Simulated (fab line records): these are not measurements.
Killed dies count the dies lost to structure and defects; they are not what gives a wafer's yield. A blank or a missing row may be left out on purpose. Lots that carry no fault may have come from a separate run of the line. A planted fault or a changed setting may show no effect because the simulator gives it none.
Chamber matching | flow nandHarc | 4 sister chambers for NHARC_A_CHANNEL_FILL_D1_ALD_16 on aldHk-02
The step deposits SiO2, target thk 1.5 nm, pulse time 10 s, ald cycles 15. 18 wafers are shown with their chamber, then 9 later ones without.

WAFERS PAIRED WITH THEIR CHAMBERS
wafer  | chamber | heaterPowerW (W) | precursorPulseHeightRel
L755.2 | 1       | 503              | 1.019
L755.4 | 0       | 566              | 0.978
L755.6 | 1       | 494              | 1.008
L756.1 | 2       | 679              | 1.001
L756.3 | 0       | 581              | 0.993
L756.5 | 1       | 500              | 1.015
L757.2 | 1       | 500              | 0.986
L757.5 | 3       | 572              | 1.030
L757.6 | 2       | 674              | 0.997
L764.1 | 1       | 505              | 1.005
L764.2 | 3       | 578              | 1.002
L764.3 | 0       | 560              | 1.006
L769.1 | 3       | 503              | 0.990
L769.3 | 2       | 635              | 0.957
L769.5 | 0       | 543              | 1.010
L771.1 | 0       | 552              | 1.013
L771.2 | 2       | 646              | 1.035
L771.6 | 0       | 558              | 1.002

SIGNATURES, as means of the wafers listed above
reading                 | chamber 0 | chamber 1 | chamber 2 | chamber 3 | scatter within a chamber
heaterPowerW            | 560.00    | 500.40    | 658.50    | 551.00    | 20.3
precursorPulseHeightRel | 1.00033   | 1.00660   | 0.99750   | 1.00733   | 0.0196
Rule: a wafer lies at a distance from a chamber equal to the root of the sum of squares, over the readings, of (its reading less the chamber's mean, divided by the reading's scatter). The wafer belongs to the nearest chamber; if the next one is less than 2 further off, it can't be placed. How the scatter is found: for the shown wafers, subtract from each reading the mean of its chamber, square and add these, divide the total by (wafers less chambers), then take the root.

WAFERS WHOSE CHAMBER IS MISSING
wafer  | heaterPowerW (W) | precursorPulseHeightRel
L774.2 | 522              | 0.989
L774.3 | 502              | 1.030
L774.4 | 643              | 0.972
L772.3 | 530              | 1.005
L772.4 | 551              | 0.988
L772.6 | 643              | 1.014
L775.1 | 554              | 1.006
L775.4 | 525              | 0.997
L775.5 | 550              | 0.994

WHICH CHAMBER EACH WENT THROUGH
wafer  | from the rows above          | in truth
L774.2 | can't be placed: 1 or 3 or 0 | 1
L774.3 | can't be placed: 1 or 3      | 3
L774.4 | 2                            | 2
L772.3 | can't be placed: 3 or 1 or 0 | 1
L772.4 | can't be placed: 0 or 3 or 1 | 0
L772.6 | 2                            | 2
L775.1 | can't be placed: 3 or 0      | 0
L775.4 | can't be placed: 1 or 3 or 0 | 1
L775.5 | can't be placed: 0 or 3 or 1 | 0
Correctly placed: 2 of 9. Not placeable from these rows: 7 (in 7, the candidates include the true chamber). Placed wrongly: 0.
